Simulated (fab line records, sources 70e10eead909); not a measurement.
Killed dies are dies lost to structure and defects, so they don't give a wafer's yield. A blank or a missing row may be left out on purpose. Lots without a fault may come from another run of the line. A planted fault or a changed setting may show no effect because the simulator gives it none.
A struck lot beside a sound one | flow nand_harc | 13 steps out of a route of 1302
Sound: wafers L897.1, L897.5, L897.6. Struck: wafer L904.5. The cause comes at the end.
At each step with rows: each side's tool, then ch and its chambers, then its first start. Under that, the readings that differ: sound wafers | struck wafers | difference of the means | sigmas: that difference in standard deviations of wafers without a fault.
alike: readings whose means differ by less than 2 such deviations, and words and numbers that are the same on both sides. not compared: withheld readings, readings that some wafer has no value for, bounds like >300 that may hide the same value, and numbers for which the record gives no deviation and whose values overlap.
The two part at a step that has a row with sigmas, a row that says differs or no value, or rows on one side only. Numbers that don't overlap but have no deviation are shown without sigmas and don't part them. A reading that every wafer of one side lacks parts them only if that side has two wafers or more.

NHARC_A_BONDPAD_THK_MEAS_20: measures by xrf.
  sound on film_metro-02, day 23 21:27; struck on film_metro-02, day 26 07:08
  alike: thk_nm
then, 1 step without rows for these wafers: NHARC_A_BONDPAD_SRD_21 (time 30 s, dry time 20 s).
NHARC_A_BONDPAD_INSPECT_23:
  sound on defect_inspect-02, day 23 21:40; struck on defect_inspect-01, day 26 07:21
  alike: raw_defect_count
NHARC_HYBRID_BOND_ACTIVATE_00: chemistry N2, time 60 s.
  sound on rie_diel-06 ch 0,2,3, day 23 21:46; struck on rie_diel-06 ch 3, day 26 07:28
  alike: drypump_motor_current_A, oes_product_au, rf_vpp_V, showerhead_plenum_p_Torr
  not compared: rf_hours_counter_h
then, 4 steps without rows for these wafers: NHARC_HYBRID_BOND_PRECLEAN_01 (cleans in DIW, time 300 s); NHARC_HYBRID_BOND_SRD_02 (time 30 s, dry time 20 s); NHARC_HYBRID_BOND_BOND_03; NHARC_HYBRID_BOND_ANNEAL_04 (time 7200 s).
NHARC_HYBRID_BOND_OVL_MEAS_05:
  sound on overlay-01, day 25 00:56; struck on overlay-01, day 26 16:48
  alike: overlay_x_nm, overlay_y_nm
NHARC_HYBRID_BOND_INSPECT_06: inspects for defects (ir void).
  sound on defect_inspect-02, day 25 00:59; struck on defect_inspect-01, day 26 16:53
  alike: raw_defect_count
NHARC_THIN_TSV_GRIND_00:
  sound on grinder-01 ch 0, day 25 01:08; struck on grinder-01 ch 0, day 26 19:00
  alike: motor_current_A
NHARC_THIN_TSV_CMP_01: polishes.
  sound on cmp-04 ch 1,2,3, day 25 02:25; struck on cmp-02 ch 2, day 26 19:31
  alike: motor_current_A
NHARC_END_SORT_01:
  sound on prober-01 ch 0, day 25 18:43; struck on prober-02 ch 0, day 27 15:29
  reading                  | sound          | struck                   | difference                   | sigmas
  hold                     | - - -          | await_dispo/8.6h/release | no value on the sound wafers |
  defect_limited_yield (%) | 90.5 90.1 93.8 | 0                        | -91                          | -38
  killed_at_other          | 1 2 0          | 611                      | +610                         | +99 or more
  killed_dies              | 64 67 42       | 677                      | +619                         | +39
  sort_bin_2_pct (%)       | 3.5 4.3 3.8    | 92.8                     | +88.9                        | +81
  sort_n_pass              | 613 610 635    | 0                        | -619                         | -39
  sort_rim_yield_pct (%)   | 99 93 86       | 0                        | -93                          | -19
  sort_yield_pct (%)       | 90.5 90.1 93.8 | 0                        | -91                          | -38
  alike: killed_at_array, killed_at_periphery, killed_open, killed_short, sort_bin_3_pct, sort_bin_4_pct

WHERE THEY PART
Only at NHARC_END_SORT_01, within this record.

WHY: what the simulator had put in
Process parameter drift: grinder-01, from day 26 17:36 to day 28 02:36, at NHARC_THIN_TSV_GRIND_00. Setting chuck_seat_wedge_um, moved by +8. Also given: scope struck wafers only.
